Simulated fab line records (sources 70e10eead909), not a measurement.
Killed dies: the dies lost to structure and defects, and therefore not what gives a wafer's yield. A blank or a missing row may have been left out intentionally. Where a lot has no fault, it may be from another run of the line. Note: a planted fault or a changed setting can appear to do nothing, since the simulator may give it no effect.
fab line records ; flow nandHarc
record: lots: 6; wafers: 18; lastDay: 33
route steps=1302 shown A_WL_FILL@974 A_CONTACT@983 END@1302
lots that met no fault: from a run of the same line without faults
startH: hours from the record's opening day to when the first of the lot's shown wafers began ; waitH: hours from the lot's prior step to this one ; " unchanged from the row above ; L1.1+2: one row covering several wafers at once ; - no value, or no start was given ; * or withheld: withheld ; < > ~ a bound
route shown NAME@n: a module of which the file shows steps, and the number in the route of the first ; usual: mean/standard deviation taken from wafers without a fault ; same: alike in all rows ; chamber/n: place in a boat ; sites: each site's reading ; _std_site: standard deviation of those values ; _edge_site: inner sites' mean taken away from outer sites' mean ; radiusMm: how far each site lies from the wafer's centre ; mask NAME#n: copy n ; behind: tool/chamber where the wafer was last shaped ; hold: cause of the lot's hold/its duration in hours/its outcome ; device: names the non-switching transistor (n, p or np) ; end of line: the tests these same wafers got at the end of their route ; step lacking rows: just its recipe ; killed: count of dies lost to structure and defects at first sort (not the wafer's yield) ; map: shows each die of a wafer: x if killed, . if not, _ if none is there
set.NAME: setting as actually run; set.NAME@STEP: the setting as run at that earlier step ; model.NAME: the simulator's own value behind a step, which no gauge read
a table for each step, a row for each wafer; lots at some steps of the route
services: the hour from which a tool's chamber was out of use, counted from the record's first day as startH (under 0 if before that day), plus the number of hours and why
== steps ==
step: NHARC_A_WL_FILL_SRD_14
step: NHARC_A_WL_FILL_ALD_19
recipe: targetThkA: 20; pulseTimeS: 3; aldCycles: 100; tempC: 450; material: TiN
usual: heaterPowerW: 1112/130; precursorPulseHeightRel: 0.996/0.02
lot.wafer;tool;chamber;startH;waitH;heaterPowerW;precursorPulseHeightRel;sinceWetCleanH
L939.2;aldMetal-02;2;499.29;0.1;1214;0.992;57
L939.5;aldMetal-02;0;499.29;0.1;1092;0.995;-
L939.6;aldMetal-02;1;499.29;0.1;901;0.993;-
L940.4;aldMetal-02;1;503.93;0.1;886;0.966;62
L940.1;aldMetal-02;3;503.93;0.1;1201;0.975;62
L940.2;aldMetal-02;0;503.93;0.1;1073;0.978;62
L951.1;aldMetal-03;0;626.41;0.1;940;1.012;48
L951.4;aldMetal-03;2;626.41;0.1;1098;0.975;48
L951.3;aldMetal-03;3;626.41;0.1;1061;0.996;49
L953.3;aldMetal-02;1;639.61;0.1;871;1.001;20
L953.6;aldMetal-02;1;639.61;0.1;868;0.994;-
L953.5;aldMetal-02;2;639.61;0.1;1182;0.996;-
L954.1;aldMetal-01;0;639.65;0.1;1249;1.010;104
L954.5;aldMetal-01;2;639.65;0.1;1201;0.971;-
L954.6;aldMetal-01;3;639.65;0.1;1351;0.990;-
L959.2;aldMetal-02;3;691.57;0.1;1236;0.958;72
L959.4;aldMetal-02;0;691.57;0.1;1066;0.996;72
L959.6;aldMetal-02;0;691.57;0.1;1068;1.003;-
step: NHARC_A_WL_FILL_CVD_20
recipe: targetThkA: 1000; tempC: 400; pressureTorr: 40; wf6FlowSccm: 40; h2FlowSccm: 1600; arFlowSccm: 1560; timeS: 74; material: W
step: NHARC_A_WL_FILL_CMP_12
recipe: tOverpolishS: 30; targetThkNm: 100
step: NHARC_A_WL_FILL_SRD_31
step: NHARC_A_WL_FILL_INSPECT_15
usual: rawDefectCount: 473/140
lot.wafer;tool;chamber;startH;waitH;rawDefectCount
L939.2;defectInspect-02;-;500.10;0.0;365
L939.5;defectInspect-02;-;500.10;0.0;491
L939.6;defectInspect-02;-;500.10;0.0;492
L940.1;defectInspect-01;-;504.85;0.0;485
L940.2;defectInspect-01;-;504.85;0.0;599
L940.4;defectInspect-01;-;504.85;0.0;424
L951.1;defectInspect-02;-;627.26;0.0;321
L951.3;defectInspect-02;-;627.26;0.0;361
L951.4;defectInspect-02;-;627.26;0.0;354
L954.1;defectInspect-01;-;640.49;0.0;517
L954.5;defectInspect-01;-;640.49;0.0;421
L954.6;defectInspect-01;-;640.49;0.0;455
L953.3;defectInspect-02;-;640.63;0.0;498
L953.5;defectInspect-02;-;640.63;0.0;334
L953.6;defectInspect-02;-;640.63;0.0;347
L959.2;defectInspect-02;-;692.42;0.0;462
L959.4;defectInspect-02;-;692.42;0.0;444
L959.6;defectInspect-02;-;692.42;0.0;309
step: NHARC_A_CONTACT_DEP_24
recipe: targetThkA: 5000; tempC: 400; pressureTorr: 6.5; rfW: 900; teosFlowSccm: 161.4; flowSccm: 2650; targetThkNm: 500; gas: O2; material: SiO2
step: NHARC_A_CONTACT_DEP_28
recipe: targetThkA: 70000; tempC: 400; material: aC
step: NHARC_A_CONTACT_DEP_29
recipe: targetThkA: 1000; targetThkNm: 100; tempC: 400; pressureTorr: 3.5; flowSccm: 200; rfW: 350; material: SiON
usual: heaterPowerW: 787/71
lot.wafer;tool;chamber;startH;waitH;heaterPowerW;sinceWetCleanH
L939.2;pecvd-04;1;505.02;2.8;701;42
L939.5;pecvd-04;1;505.02;2.8;703;-
L939.6;pecvd-04;0;505.02;2.8;737;-
L940.2;pecvd-03;1;509.81;2.9;869;131
L940.1;pecvd-03;0;509.81;2.9;650;131
L940.4;pecvd-03;2;509.81;2.9;777;-
L951.1;pecvd-03;2;632.24;3.6;721;72
L951.3;pecvd-03;0;632.24;3.6;791;72
L951.4;pecvd-03;2;632.24;3.6;755;-
L954.1;pecvd-04;1;645.59;3.7;744;2
L954.6;pecvd-04;2;645.59;3.7;721;-
L954.5;pecvd-04;1;645.59;3.7;746;-
L953.3;pecvd-03;2;645.73;2.2;774;86
L953.5;pecvd-03;1;645.73;2.2;809;-
L953.6;pecvd-03;2;645.73;2.2;795;-
L959.2;pecvd-03;0;700.30;2.8;739;140
L959.4;pecvd-03;2;700.30;2.8;790;-
L959.6;pecvd-03;0;700.30;2.8;755;-
step: NHARC_A_CONTACT_DEHYDRATE_32
recipe: tempC: 150; timeS: 120
step: NHARC_A_CONTACT_HMDS_33
recipe: timeS: 30
step: NHARC_A_CONTACT_COAT_34
recipe: tempC: 260; timeS: 75
step: NHARC_A_CONTACT_COAT_35
recipe: tempC: 225; timeS: 65
step: NHARC_A_CONTACT_COAT_36
recipe: spinRpm: 1500; resistThkNm: 90
step: NHARC_A_CONTACT_SOFTBAKE_37
recipe: tempC: 105; timeS: 55
step: NHARC_A_CONTACT_EBR_38
step: NHARC_A_CONTACT_EXPOSE_39
recipe: na: 1.35; sigmaOuter: 0.8; doseMj: 58.79; maskId: A_CC_3
step: NHARC_A_CONTACT_PEB_40
recipe: pebTempC: 100; pebTimeS: 65
step: NHARC_A_CONTACT_DEVELOP_41
recipe: developTimeS: 35; devTempC: 23
step: NHARC_A_CONTACT_CD_MEAS_42
recipe: targetCdNm: 300; landingEnergyEv: 500
usual: cdNm: 300.2/0.5
lot.wafer;tool;chamber;startH;waitH;cdNm
L939.2;cdSem-01;0;505.62;-;299.5
L939.5;cdSem-01;0;505.62;-;300.5
L939.6;cdSem-01;0;505.62;-;300.5
L940.1;cdSem-02;0;510.53;-;299.9
L940.2;cdSem-02;0;510.53;-;301.2
L940.4;cdSem-02;0;510.53;-;300.3
L951.1;cdSem-02;0;632.96;-;300.2
L951.3;cdSem-02;0;632.96;-;300.4
L951.4;cdSem-02;0;632.96;-;299.9
L954.1;cdSem-03;0;646.26;-;300.0
L954.5;cdSem-03;0;646.26;-;298.7
L954.6;cdSem-03;0;646.26;-;300.3
L953.3;cdSem-01;0;646.42;-;300.7
L953.5;cdSem-01;0;646.42;-;299.8
L953.6;cdSem-01;0;646.42;-;300.1
L959.2;cdSem-02;0;701.10;-;300.5
L959.4;cdSem-02;0;701.10;-;300.9
L959.6;cdSem-02;0;701.10;-;300.7
step: NHARC_A_CONTACT_OVL_MEAS_43
usual: overlayXNm: 0.1/1; overlayYNm: 0.0/0.9
lot.wafer;tool;chamber;startH;waitH;overlayXNm;overlayYNm
L939.2;overlay-02;-;505.71;-;0.3;-1.0
L939.5;overlay-02;-;505.71;-;0.5;-0.8
L939.6;overlay-02;-;505.71;-;-0.1;-1.5
L940.1;overlay-01;-;510.62;-;1.3;-0.9
L940.2;overlay-01;-;510.62;-;1.7;0.1
L940.4;overlay-01;-;510.62;-;2.3;-0.4
L951.1;overlay-02;-;633.05;-;0.6;0.5
L951.3;overlay-02;-;633.05;-;0.3;1.0
L951.4;overlay-02;-;633.05;-;0.6;1.3
L954.1;overlay-01;-;646.34;-;1.4;1.8
L954.5;overlay-01;-;646.34;-;0.8;0.7
L954.6;overlay-01;-;646.34;-;1.4;1.1
L953.3;overlay-02;-;646.50;-;0.7;-0.3
L953.5;overlay-02;-;646.50;-;0.9;-0.2
L953.6;overlay-02;-;646.50;-;1.2;0.6
L959.2;overlay-01;-;701.19;-;1.3;0.6
L959.4;overlay-01;-;701.19;-;0.8;0.5
L959.6;overlay-01;-;701.19;-;1.0;0.4
step: NHARC_A_CONTACT_INSPECT_44
usual: rawDefectCount: 80/37
lot.wafer;tool;chamber;startH;waitH;rawDefectCount
L939.2;defectInspect-01;-;505.74;0.0;18
L939.5;defectInspect-01;-;505.74;0.0;8
L939.6;defectInspect-01;-;505.74;0.0;14
L940.1;defectInspect-01;-;510.66;0.0;109
L940.2;defectInspect-01;-;510.66;0.0;133
L940.4;defectInspect-01;-;510.66;0.0;107
L951.1;defectInspect-02;-;633.08;0.0;68
L951.3;defectInspect-02;-;633.08;0.0;76
L951.4;defectInspect-02;-;633.08;0.0;65
L954.1;defectInspect-02;-;646.38;0.0;154
L954.5;defectInspect-02;-;646.38;0.0;152
L954.6;defectInspect-02;-;646.38;0.0;127
L953.3;defectInspect-01;-;646.54;0.0;57
L953.5;defectInspect-01;-;646.54;0.0;55
L953.6;defectInspect-01;-;646.54;0.0;52
L959.2;defectInspect-01;-;701.23;0.0;79
L959.4;defectInspect-01;-;701.23;0.0;96
L959.6;defectInspect-01;-;701.23;0.0;83
step: NHARC_A_CONTACT_DESCUM_47
recipe: timeS: 3; o2FlowSccm: 200; arFlowSccm: 0; biasPowerW: 0; chemistry: O2
step: NHARC_A_CONTACT_ETCH_48
recipe: targetDepthA: 390; overEtchFrac: 0.3; timeS: 65; ionEnergyEv: 80; cf4FlowSccm: 150; arFlowSccm: 0; rfW: 300; biasW: 100; chemistry: CF4
step: NHARC_A_CONTACT_ETCH_49
recipe: targetDepthA: 2600; overEtchFrac: 0.3; timeS: 475.3; ionEnergyEv: 200; n2FlowSccm: 150; h2FlowSccm: 150; arFlowSccm: 0; rfW: 400; biasW: 150; chemistry: N2/H2
step: NHARC_A_CONTACT_ETCH_50
recipe: targetDepthA: 1210; timeS: 60.5; cf4FlowSccm: 100; chf3FlowSccm: 30; arFlowSccm: 0; rfW: 500; biasW: 200; chemistry: CF4/CHF3
usual: drypumpMotorCurrentA: 5.9/0.33; oesProductAu: 0.954/0.023; rfVppV: 369.1/1.7; showerheadPlenumPTorr: 1.53/0.043; throttleValvePct: 16.801/0.0087
lot.wafer;tool;chamber;startH;waitH;drypumpMotorCurrentA;oesProductAu;rfHoursCounterH;rfVppV;showerheadPlenumPTorr;throttleValvePct
L939.2;rieDiel-11;1;-;-;5.9;0.969;12;369.3;1.56;16.799
L939.5;rieDiel-11;3;-;-;6.2;0.975;-;370.0;1.53;16.801
L939.6;rieDiel-11;0;-;-;5.9;0.966;-;367.1;1.47;16.790
L940.4;rieDiel-11;2;-;-;5.7;0.971;12;369.3;1.51;16.800
L940.1;rieDiel-11;3;-;-;6.2;0.967;14;368.4;1.53;16.797
L940.2;rieDiel-11;0;-;-;5.9;0.962;14;367.5;1.47;16.806
L951.1;rieDiel-08;3;-;-;5.5;0.919;22;366.0;1.47;16.786
L951.4;rieDiel-08;1;-;-;5.7;0.944;23;371.2;1.58;16.785
L951.3;rieDiel-08;2;-;-;5.4;0.921;21;370.3;1.54;16.794
L954.1;rieDiel-11;0;-;-;5.9;0.955;2;368.5;1.47;16.799
L954.5;rieDiel-11;0;-;-;5.9;0.953;-;366.9;1.47;16.813
L954.6;rieDiel-11;1;-;-;5.9;0.955;-;369.4;1.55;16.777
L953.3;rieDiel-11;3;-;-;6.2;0.950;3;369.0;1.53;16.812
L953.6;rieDiel-11;1;-;-;5.9;0.931;-;369.3;1.55;16.815
L953.5;rieDiel-11;2;-;-;5.7;0.950;-;367.4;1.51;16.819
L959.2;rieDiel-11;3;-;-;6.2;0.965;13;368.3;1.52;16.798
L959.4;rieDiel-11;1;-;-;5.9;0.981;13;370.2;1.55;16.801
L959.6;rieDiel-11;3;-;-;6.2;0.960;-;370.0;1.52;16.802
step: NHARC_A_CONTACT_ETCH_51
recipe: targetDepthA: 70000; overEtchFrac: 0.3; timeS: 1820; ionEnergyEv: 150; o2FlowSccm: 400; cosFlowSccm: 20; arFlowSccm: 0; rfW: 500; biasW: 300; chemistry: O2/COS
step: NHARC_A_CONTACT_ETCH_111
recipe: sourceW: withheld; pressureMtorr: 20; biasV: withheld; timeS: 140; targetDepthA: 7000; arFlowSccm: withheld; c4f8FlowSccm: withheld; o2FlowSccm: withheld; chemistry: C4F8/O2/Ar
step: NHARC_A_CONTACT_ETCH_112
recipe: sourceW: withheld; pressureMtorr: 20; biasV: 3000; timeS: 190; targetDepthA: 18500; arFlowSccm: withheld; c4f8FlowSccm: withheld; o2FlowSccm: withheld; chemistry: C4F8/O2/Ar
step: NHARC_A_CONTACT_ETCH_113
recipe: sourceW: withheld; pressureMtorr: 20; biasV: 3000; timeS: 190; targetDepthA: 18500; arFlowSccm: withheld; c4f8FlowSccm: withheld; o2FlowSccm: withheld; chemistry: C4F8/O2/Ar
step: NHARC_A_CONTACT_ETCH_114
recipe: sourceW: withheld; pressureMtorr: 20; biasV: 3000; timeS: 190; targetDepthA: 18500; arFlowSccm: withheld; c4f8FlowSccm: withheld; o2FlowSccm: withheld; chemistry: C4F8/O2/Ar
step: NHARC_A_CONTACT_ETCH_115
recipe: sourceW: withheld; pressureMtorr: 20; biasV: 3000; timeS: 190; targetDepthA: 18500; arFlowSccm: withheld; c4f8FlowSccm: withheld; o2FlowSccm: withheld; chemistry: C4F8/O2/Ar
lot.wafer;tool;chamber;startH;waitH;rfHoursCounterH
L939.2;harCapEtch-03;1;508.61;0.2;38
L939.5;harCapEtch-03;0;508.61;0.2;-
L939.6;harCapEtch-03;1;508.61;0.2;-
L940.2;harCapEtch-02;1;513.32;0.1;87
L940.1;harCapEtch-02;0;513.32;0.1;87
L940.4;harCapEtch-02;0;513.32;0.1;-
L951.1;harCapEtch-03;0;635.68;0.1;63
L951.4;harCapEtch-03;0;635.68;0.1;-
L951.3;harCapEtch-03;1;635.68;0.1;-
L954.1;harCapEtch-03;1;649.26;0.1;66
L954.6;harCapEtch-03;1;649.26;0.1;-
L954.5;harCapEtch-03;0;649.26;0.1;-
L953.3;harCapEtch-01;0;650.21;0.1;-
L953.6;harCapEtch-01;1;650.21;0.1;-
L953.5;harCapEtch-01;0;650.21;0.1;-
L959.2;harCapEtch-02;0;704.10;0.2;122
L959.4;harCapEtch-02;0;704.10;0.2;-
L959.6;harCapEtch-02;0;704.10;0.2;-
step: NHARC_A_CONTACT_ETCH_116
recipe: sourceW: withheld; pressureMtorr: 20; biasV: 3000; timeS: 190; targetDepthA: 18500; arFlowSccm: withheld; c4f8FlowSccm: withheld; o2FlowSccm: withheld; chemistry: C4F8/O2/Ar
step: NHARC_A_CONTACT_ETCH_117
recipe: sourceW: withheld; pressureMtorr: 20; biasV: 3000; timeS: 190; targetDepthA: 18500; arFlowSccm: withheld; c4f8FlowSccm: withheld; o2FlowSccm: withheld; chemistry: C4F8/O2/Ar
step: NHARC_A_CONTACT_ETCH_118
recipe: sourceW: withheld; pressureMtorr: 20; biasV: 3000; timeS: 190; targetDepthA: 18500; arFlowSccm: withheld; c4f8FlowSccm: withheld; o2FlowSccm: withheld; chemistry: C4F8/O2/Ar
lot.wafer;tool;chamber;startH;waitH;rfHoursCounterH
L939.2;harCapEtch-03;1;509.23;0.1;39
L939.5;harCapEtch-03;0;509.23;0.1;-
L939.6;harCapEtch-03;1;509.23;0.1;-
L940.2;harCapEtch-02;1;513.83;0.1;87
L940.1;harCapEtch-02;0;513.83;0.1;87
L940.4;harCapEtch-02;0;513.83;0.1;-
L951.1;harCapEtch-03;0;636.19;0.1;64
L951.4;harCapEtch-03;0;636.19;0.1;-
L951.3;harCapEtch-03;1;636.19;0.1;-
L954.1;harCapEtch-03;1;649.77;0.1;66
L954.6;harCapEtch-03;1;649.77;0.1;-
L954.5;harCapEtch-03;0;649.77;0.1;-
L953.3;harCapEtch-01;0;650.72;0.1;-
L953.6;harCapEtch-01;1;650.72;0.1;-
L953.5;harCapEtch-01;0;650.72;0.1;-
L959.2;harCapEtch-02;0;704.79;0.2;122
L959.4;harCapEtch-02;0;704.79;0.2;-
L959.6;harCapEtch-02;0;704.79;0.2;-
step: NHARC_A_CONTACT_ETCH_119
recipe: sourceW: withheld; pressureMtorr: 20; biasV: 3000; timeS: 190; targetDepthA: 18500; arFlowSccm: withheld; c4f8FlowSccm: withheld; o2FlowSccm: withheld; chemistry: C4F8/O2/Ar
step: NHARC_A_CONTACT_ETCH_120
recipe: sourceW: withheld; pressureMtorr: 20; biasV: 3000; timeS: 190; targetDepthA: 18500; arFlowSccm: withheld; c4f8FlowSccm: withheld; o2FlowSccm: withheld; chemistry: C4F8/O2/Ar
lot.wafer;tool;chamber;startH;waitH;rfHoursCounterH
L939.2;harCapEtch-03;1;509.57;0.1;39
L939.5;harCapEtch-03;0;509.57;0.1;-
L939.6;harCapEtch-03;1;509.57;0.1;-
L940.2;harCapEtch-02;1;514.17;0.1;88
L940.1;harCapEtch-02;0;514.17;0.1;88
L940.4;harCapEtch-02;0;514.17;0.1;-
L951.1;harCapEtch-03;0;636.54;0.1;64
L951.4;harCapEtch-03;0;636.54;0.1;-
L951.3;harCapEtch-03;1;636.54;0.1;-
L954.1;harCapEtch-03;1;650.12;0.1;67
L954.6;harCapEtch-03;1;650.12;0.1;-
L954.5;harCapEtch-03;0;650.12;0.1;-
L953.3;harCapEtch-01;0;651.06;0.1;-
L953.6;harCapEtch-01;1;651.06;0.1;-
L953.5;harCapEtch-01;0;651.06;0.1;-
L959.2;harCapEtch-02;0;705.25;0.2;123
L959.4;harCapEtch-02;0;705.25;0.2;-
L959.6;harCapEtch-02;0;705.25;0.2;-
step: NHARC_A_CONTACT_ETCH_121
recipe: sourceW: withheld; pressureMtorr: 20; biasV: 3000; timeS: 190; targetDepthA: 18500; arFlowSccm: withheld; c4f8FlowSccm: withheld; o2FlowSccm: withheld; chemistry: C4F8/O2/Ar
step: NHARC_END_SORT_01
recipe: tempC: 25
usual: killedAtArray: 58/20; killedAtOther: 1.0/1.2; killedAtPeriphery: 4.1/3; killedDies: 63/20; killedOpen: 3.2/1.7; killedShort: 2.5/1.5
same: grossDies: 677
lot.wafer;tool;chamber;startH;waitH;killedAtArray;killedAtOther;killedAtPeriphery;killedDies;killedOpen;killedShort
L940.1;prober-01;0;587.53;2.6;62;0;4;66;5;0
L940.2;prober-01;0;588.34;2.9;61;3;11;75;7;2
L940.4;prober-01;0;589.94;3.4;59;0;8;67;2;3
L951.1;prober-01;0;700.70;2.5;674;1;2;677;3;3
L951.3;prober-01;0;702.30;3.1;674;0;3;677;4;2
L951.4;prober-01;0;703.10;3.4;672;1;4;677;3;2
L953.3;prober-02;0;720.22;3.1;673;2;2;677;2;6
L953.5;prober-02;0;721.82;3.7;673;2;2;677;3;1
L953.6;prober-02;0;722.61;4.0;673;2;2;677;3;2
L959.2;prober-02;0;777.07;2.8;61;1;1;63;6;2
L959.4;prober-02;0;778.70;3.5;79;2;2;83;7;3
L959.6;prober-02;0;780.33;4.1;64;0;2;66;3;5
killed by level:class
L940.1 A_CHANNEL_HOLE_D1:chamberFilmFlake=30 A_CHANNEL_HOLE_D2:chamberFilmFlake=20 P_M1:chamberFilmFlake=4 A_CHANNEL_FILL_D1:geometricParticle:open=2 A_CHANNEL_FILL_D1:chamberFilmFlake=2 A_STAIRCASE:chamberFilmFlake=2 A_ONON_D2:geometricParticle:open=1 A_WL_FILL:geometricParticle:open=1
L940.2 A_CHANNEL_HOLE_D2:chamberFilmFlake=27 A_CHANNEL_HOLE_D1:chamberFilmFlake=24 P_M1:chamberFilmFlake=3 THIN_TSV:chamberFilmFlake=3 P_ZERO_WELL:chamberFilmFlake=2 A_CONTACT:chamberFilmFlake=2 P_STI:geometricParticle:open=1 P_GATE:geometricParticle:open=1
L940.4 A_CHANNEL_HOLE_D2:chamberFilmFlake=30 A_CHANNEL_HOLE_D1:chamberFilmFlake=17 A_CONTACT:chamberFilmFlake=4 P_GATE:chamberFilmFlake=3 P_M1:chamberFilmFlake=3 P_M0:geometricParticle:open=1 P_M0:geometricParticle:short=1 A_CHANNEL_FILL_D2:geometricParticle:short=1
L951.1 A_CONTACT:areaDep=626 A_SLIT:chamberFilmFlake=22 A_STAIRCASE:chamberFilmFlake=8 A_CHANNEL_HOLE_D1:chamberFilmFlake=8 A_CHANNEL_FILL_D1:chamberFilmFlake=3 P_M0:geometricParticle:open=1 A_SOURCE_PLATE:geometricParticle:short=1 A_DECK1_JOINT:geometricParticle:open=1
L951.3 A_CONTACT:areaDep=613 A_SLIT:chamberFilmFlake=34 A_CHANNEL_HOLE_D1:chamberFilmFlake=13 A_STAIRCASE:chamberFilmFlake=6 A_CONTACT:chamberFilmFlake=4 P_STI:geometricParticle:open=1 P_CONTACT:geometricParticle:short=1 A_DECK1_JOINT:geometricParticle:open=1
L951.4 A_CONTACT:areaDep=613 A_SLIT:chamberFilmFlake=33 A_CHANNEL_HOLE_D1:chamberFilmFlake=9 A_CONTACT:chamberFilmFlake=6 A_STAIRCASE:chamberFilmFlake=4 A_WL_FILL:chamberFilmFlake=3 P_GATE:chamberFilmFlake=2 P_GATE:geometricParticle:open=1
L953.3 A_CONTACT:areaDep=621 A_CHANNEL_HOLE_D2:chamberFilmFlake=25 A_CONTACT:chamberFilmFlake=6 A_CHANNEL_HOLE_D1:chamberFilmFlake=4 A_CHANNEL_FILL_D2:geometricParticle:short=3 A_SLIT:chamberFilmFlake=3 A_DECK1_JOINT:chamberFilmFlake=2 A_STAIRCASE:chamberFilmFlake=2
L953.5 A_CONTACT:areaDep=624 A_CHANNEL_HOLE_D2:chamberFilmFlake=21 A_CHANNEL_HOLE_D1:chamberFilmFlake=10 A_CONTACT:chamberFilmFlake=8 A_SLIT:chamberFilmFlake=4 THIN_TSV:chamberFilmFlake=2 A_ONON_D1:geometricParticle:short=1 A_CHANNEL_FILL_D2:geometricParticle:open=1
L953.6 A_CONTACT:areaDep=621 A_CHANNEL_HOLE_D2:chamberFilmFlake=26 A_CHANNEL_HOLE_D1:chamberFilmFlake=14 A_CONTACT:chamberFilmFlake=6 A_SLIT:chamberFilmFlake=2 THIN_TSV:chamberFilmFlake=2 P_GATE:geometricParticle:open=1 A_CHANNEL_FILL_D1:geometricParticle:open=1
L959.2 A_CHANNEL_HOLE_D2:chamberFilmFlake=25 A_CHANNEL_HOLE_D1:chamberFilmFlake=17 A_SLIT:chamberFilmFlake=6 A_DECK1_JOINT:geometricParticle:open=3 A_CHANNEL_HOLE_D2:geometricParticle:open=2 A_CONTACT:chamberFilmFlake=2 A_ONON_D1:geometricParticle:short=1 A_CHANNEL_FILL_D2:geometricParticle:short=1
L959.4 A_CHANNEL_HOLE_D2:chamberFilmFlake=33 A_CHANNEL_HOLE_D1:chamberFilmFlake=19 A_SLIT:chamberFilmFlake=9 A_CONTACT:chamberFilmFlake=7 A_ONON_D1:geometricParticle:open=2 A_SGD_CUT:chamberFilmFlake=2 THIN_TSV:chamberFilmFlake=2 P_M2:geometricParticle:open=1
L959.6 A_CHANNEL_HOLE_D2:chamberFilmFlake=21 A_CHANNEL_HOLE_D1:chamberFilmFlake=15 A_SLIT:chamberFilmFlake=8 A_CONTACT:chamberFilmFlake=6 A_SGD_CUT:chamberFilmFlake=4 A_M0:geometricParticle:open=2 A_STAIRCASE:chamberFilmFlake=2 P_CONTACT:geometricParticle:short=1
map L951.1 (x killed, . not)
____________x____________
_________xxxxxxx_________
_______xxxxxxxxxxx_______
______xxxxxxxxxxxxx______
_____xxxxxxxxxxxxxxx_____
____xxxxxxxxxxxxxxxxx____
____xxxxxxxxxxxxxxxxx____
___xxxxxxxxxxxxxxxxxxx___
___xxxxxxxxxxxxxxxxxxx___
__xxxxxxxxxxxxxxxxxxxxx__
__xxxxxxxxxxxxxxxxxxxxx__
_xxxxxxxxxxxxxxxxxxxxxxx_
_xxxxxxxxxxxxxxxxxxxxxxx_
_xxxxxxxxxxxxxxxxxxxxxxx_
_xxxxxxxxxxxxxxxxxxxxxxx_
_xxxxxxxxxxxxxxxxxxxxxxx_
xxxxxxxxxxxxxxxxxxxxxxxxx
xxxxxxxxxxxxxxxxxxxxxxxxx
xxxxxxxxxxxxxxxxxxxxxxxxx
xxxxxxxxxxxxxxxxxxxxxxxxx
xxxxxxxxxxxxxxxxxxxxxxxxx
_xxxxxxxxxxxxxxxxxxxxxxx_
_xxxxxxxxxxxxxxxxxxxxxxx_
_xxxxxxxxxxxxxxxxxxxxxxx_
_xxxxxxxxxxxxxxxxxxxxxxx_
_xxxxxxxxxxxxxxxxxxxxxxx_
__xxxxxxxxxxxxxxxxxxxxx__
__xxxxxxxxxxxxxxxxxxxxx__
___xxxxxxxxxxxxxxxxxxx___
___xxxxxxxxxxxxxxxxxxx___
____xxxxxxxxxxxxxxxxx____
____xxxxxxxxxxxxxxxxx____
_____xxxxxxxxxxxxxxx_____
______xxxxxxxxxxxxx______
_______xxxxxxxxxxx_______
_________xxxxxxx_________
____________x____________
map L953.3 (x killed, . not)
____________x____________
_________xxxxxxx_________
_______xxxxxxxxxxx_______
______xxxxxxxxxxxxx______
_____xxxxxxxxxxxxxxx_____
____xxxxxxxxxxxxxxxxx____
____xxxxxxxxxxxxxxxxx____
___xxxxxxxxxxxxxxxxxxx___
___xxxxxxxxxxxxxxxxxxx___
__xxxxxxxxxxxxxxxxxxxxx__
__xxxxxxxxxxxxxxxxxxxxx__
_xxxxxxxxxxxxxxxxxxxxxxx_
_xxxxxxxxxxxxxxxxxxxxxxx_
_xxxxxxxxxxxxxxxxxxxxxxx_
_xxxxxxxxxxxxxxxxxxxxxxx_
_xxxxxxxxxxxxxxxxxxxxxxx_
xxxxxxxxxxxxxxxxxxxxxxxxx
xxxxxxxxxxxxxxxxxxxxxxxxx
xxxxxxxxxxxxxxxxxxxxxxxxx
xxxxxxxxxxxxxxxxxxxxxxxxx
xxxxxxxxxxxxxxxxxxxxxxxxx
_xxxxxxxxxxxxxxxxxxxxxxx_
_xxxxxxxxxxxxxxxxxxxxxxx_
_xxxxxxxxxxxxxxxxxxxxxxx_
_xxxxxxxxxxxxxxxxxxxxxxx_
_xxxxxxxxxxxxxxxxxxxxxxx_
__xxxxxxxxxxxxxxxxxxxxx__
__xxxxxxxxxxxxxxxxxxxxx__
___xxxxxxxxxxxxxxxxxxx___
___xxxxxxxxxxxxxxxxxxx___
____xxxxxxxxxxxxxxxxx____
____xxxxxxxxxxxxxxxxx____
_____xxxxxxxxxxxxxxx_____
______xxxxxxxxxxxxx______
_______xxxxxxxxxxx_______
_________xxxxxxx_________
____________x____________
== services ==
tool;chamber;startH;hours;kind
aldMetal-01;2;490.21;5.0;repair
harCapEtch-01;-;498.15;17.0;pm
rieDiel-08;1;507.94;34.1;repair
rieDiel-08;-;510.07;0.4;repair
rieDiel-11;-;524.67;0.5;repair
aldMetal-01;-;526.00;10.0;pm
aldMetal-03;2;536.05;3.5;repair
rieDiel-11;3;538.83;4.8;repair
pecvd-03;-;547.16;13.0;pm
rieDiel-08;-;548.92;9.0;pm
aldMetal-03;-;568.00;10.0;pm
rieDiel-08;-;590.30;1.9;repair
rieDiel-08;1;597.98;6.9;repair
aldMetal-01;2;598.58;23.8;repair
aldMetal-03;1;605.90;1.8;repair
aldMetal-02;-;610.00;10.0;pm
rieDiel-11;-;610.09;9.0;pm
pecvd-04;-;631.00;13.0;pm
rieDiel-11;0;638.44;8.4;repair
rieDiel-11;3;641.77;4.4;repair
rieDiel-11;2;655.86;10.1;repair
pecvd-04;0;667.57;7.7;repair
pecvd-03;1;697.70;5.4;repair
rieDiel-11;2;703.06;4.4;repair
== key ==
firstSign: step: NHARC_END_SORT_01; reading: killedDies; direction: up; sigmas: 31; usual: 63; struck: 677
effect: step: NHARC_END_SORT_01; reading: killedAtArray; direction: up; sigmas: 31; usual: 58; struck: 673
moreKillsBornAt: NHARC_A_CONTACT_DEP_29@pecvd-03: 3718
metAt NHARC_A_CONTACT_DEP_29
struckWafers L951.1,L951.3,L951.4,L953.3,L953.5,L953.6
laterRowsLeftOut L951.1,L951.3,L951.4,L953.3,L953.5,L953.6
testerLeftOut L951,L953
onsetBetween 509.81 632.24
fault: kind: processParameterDrift; tool: pecvd-03; chamber: -; onsetH: 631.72; steps: NHARC_A_CONTACT_DEP_29; channel: targetThkNm; offset: 50.334; shape: step; endH: 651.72; actsIn: theseRecipesOnly; stated: 100
testerLeftOut: of these lots the tester's yield and bins aren't shown, on N5 and GAA mostly nor the transistor test; their killed dies are dies lost to structure and defects alone, not to doping, threshold or leakage, so they don't give the yield
laterRowsLeftOut: the simulator's readings of these wafers behind a module that went badly wrong aren't trusted and aren't shown, but for the sort
